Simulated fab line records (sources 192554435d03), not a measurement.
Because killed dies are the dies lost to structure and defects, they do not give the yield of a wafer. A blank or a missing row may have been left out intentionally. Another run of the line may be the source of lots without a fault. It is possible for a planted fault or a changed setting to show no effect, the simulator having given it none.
Split-lot experiment    flow n5 finfet    39 wafers read from 7 lots, route of 1938 steps

== ON THE SPLIT ==
At N5_BEOL_M12_SPUTTER_43 (material TaN, target thk 15 nm, time 24.19 s), the setting time s was moved away from the recipe's 24.19 s on 12 of the 39 wafers read, by -37.5% to +50.1%. For the rest of the wafers, this setting stayed at what the recipe calls for.

== FROM THE SPLIT TO THE READING: what the file shows between them, 4 steps ==
- N5_BEOL_M12_SPUTTER_44: material Ta, target thk 10 nm, time 16.13 s
- N5_BEOL_M12_SPUTTER_45: material Cu, target thk 80 nm, time 13.33 s
- N5_BEOL_M12_ECD_47: material Cu, target thk 720 nm
- N5_BEOL_M12_ANNEAL_48: time 90 s

== THE READING ==
barrier field endpoint s, in s, at N5_BEOL_M12_CMP_49 (polishes, stops on SiOC, t overpolish 20.6 s, target thk 320 nm). On this fab line, fault-free wafers typically give 30.6 s with a standard deviation of 0.8 s.

wafer   tool, chamber at the split  time s as run, s  against the recipe  barrier field endpoint s, s  against lot-mates on the recipe
L079.3  pvd sputter-03, -           24.19             recipe              30.2                         -
L079.2  pvd sputter-03, -           24.19             recipe              30.5                         -
L079.5  pvd sputter-03, -           24.19             recipe              30.3                         -
L083.3  pvd sputter-03, -           16.86             -30.3%              24.9                         -5.0
L083.1  pvd sputter-03, -           16.86             -30.3%              25.0                         -4.9
L083.2  pvd sputter-03, -           16.86             -30.3%              25.5                         -4.4
L083.4  pvd sputter-03, -           24.19             recipe              30.2                         -
L083.5  pvd sputter-03, -           24.19             recipe              29.6                         -
L083.6  pvd sputter-03, -           24.19             recipe              29.9                         -
L085.1  pvd sputter-01, -           24.19             recipe              30.5                         -
L085.2  pvd sputter-01, -           24.19             recipe              29.6                         -
L085.4  pvd sputter-01, -           24.19             recipe              31.1                         -
L085.3  pvd sputter-01, -           24.19             recipe              30.4                         -
L085.6  pvd sputter-01, -           24.19             recipe              30.4                         -
L085.5  pvd sputter-01, -           24.19             recipe              30.4                         -
L084.1  pvd sputter-01, -           24.19             recipe              30.8                         -
L084.3  pvd sputter-01, -           15.13             -37.5%              23.5                         -6.7
L084.2  pvd sputter-01, -           15.13             -37.5%              23.5                         -6.7
L084.4  pvd sputter-01, -           24.19             recipe              30.0                         -
L084.6  pvd sputter-01, -           15.13             -37.5%              23.9                         -6.3
L084.5  pvd sputter-01, -           24.19             recipe              29.8                         -
L088.2  pvd sputter-01, -           29.75             +23.0%              33.5                         +2.9
L088.3  pvd sputter-01, -           29.75             +23.0%              35.4                         +4.8
L088.1  pvd sputter-01, -           24.19             recipe              31.0                         -
L088.4  pvd sputter-01, -           29.75             +23.0%              35.5                         +4.9
L088.5  pvd sputter-01, -           24.19             recipe              30.4                         -
L088.6  pvd sputter-01, -           24.19             recipe              30.5                         -
L087.2  pvd sputter-02, -           24.19             recipe              29.3                         -
L087.4  pvd sputter-02, -           24.19             recipe              29.3                         -
L087.3  pvd sputter-02, -           24.19             recipe              29.7                         -
L087.1  pvd sputter-02, -           24.19             recipe              29.5                         -
L087.5  pvd sputter-02, -           24.19             recipe              29.4                         -
L087.6  pvd sputter-02, -           24.19             recipe              30.8                         -
L092.4  pvd sputter-01, -           24.19             recipe              30.9                         -
L092.3  pvd sputter-01, -           36.32             +50.1%              40.0                         +9.0
L092.1  pvd sputter-01, -           24.19             recipe              31.0                         -
L092.2  pvd sputter-01, -           36.32             +50.1%              41.6                         +10.6
L092.5  pvd sputter-01, -           24.19             recipe              31.1                         -
L092.6  pvd sputter-01, -           36.32             +50.1%              39.5                         +8.5

THE FIT
A straight line over all 39 wafers: barrier field endpoint s changes by +0.189 s for each +1% of time s; r = +0.99; the points scatter about the line by 0.66 s.
The same after taking each lot's own level away (the mean of its wafers on the recipe; 39 wafers): +0.178 s for each +1%; r = +0.99; scatter 0.53 s.
According to that fit, moving time s by its largest amount changes the reading by 8.9 s.
The span of the lots' own levels, 29.67 to 31.00 s, comes to 1.7 times the standard deviation stated above.
Consequently the slope shifts little with the lot-to-lot level, the two slopes agreeing.
Check: with one of the wafers moved furthest among these (+50.1%) left out of the fit, the line predicts +9.03 s for it against its lot-mates. It came out at +9 s against them.

== THE OTHER SPLITS THESE WAFERS WENT THROUGH ==
These wafers also went through other splits before the reading. Each is held against what the fit with the lots' levels taken away leaves over:
other split on the same wafers            wafers away from the commonest value  r with barrier field endpoint s (lot level and that fit taken away)
N5_BEOL_M4_TRENCH_ETCH_37 target depth a  12                                    -0.27
N5_BEOL_M4_DEP_57 time s                  15                                    +0.08
N5_BEOL_M7_ETCH_66 time s                 12                                    +0.08
N5_BEOL_M9_ETCH_66 time s                 15                                    +0.07

== THE WHOLE CHAIN: every reading that the file lists as answering this split, in the file's order ==
step                    what it does                                                     reading                                                                             change (the file's fit)                r (the file's)
N5_BEOL_M12_SPUTTER_43  material TaN, target thk 15 nm, time 24.19 s                     TaN_of_BEOL_M12_SPUTTER_43.thk nm (the simulator's own value, which no gauge read)  +0.149 nm for each +1% of the setting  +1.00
N5_BEOL_M12_CMP_49      polishes, stops on SiOC, t overpolish 20.6 s, target thk 320 nm  barrier field endpoint s                                                            +0.178 s for each +1% of the setting   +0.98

== THE FILE'S OWN FIT ==
barrier field endpoint s changes by +0.178 s for each +1% of time s, r = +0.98.
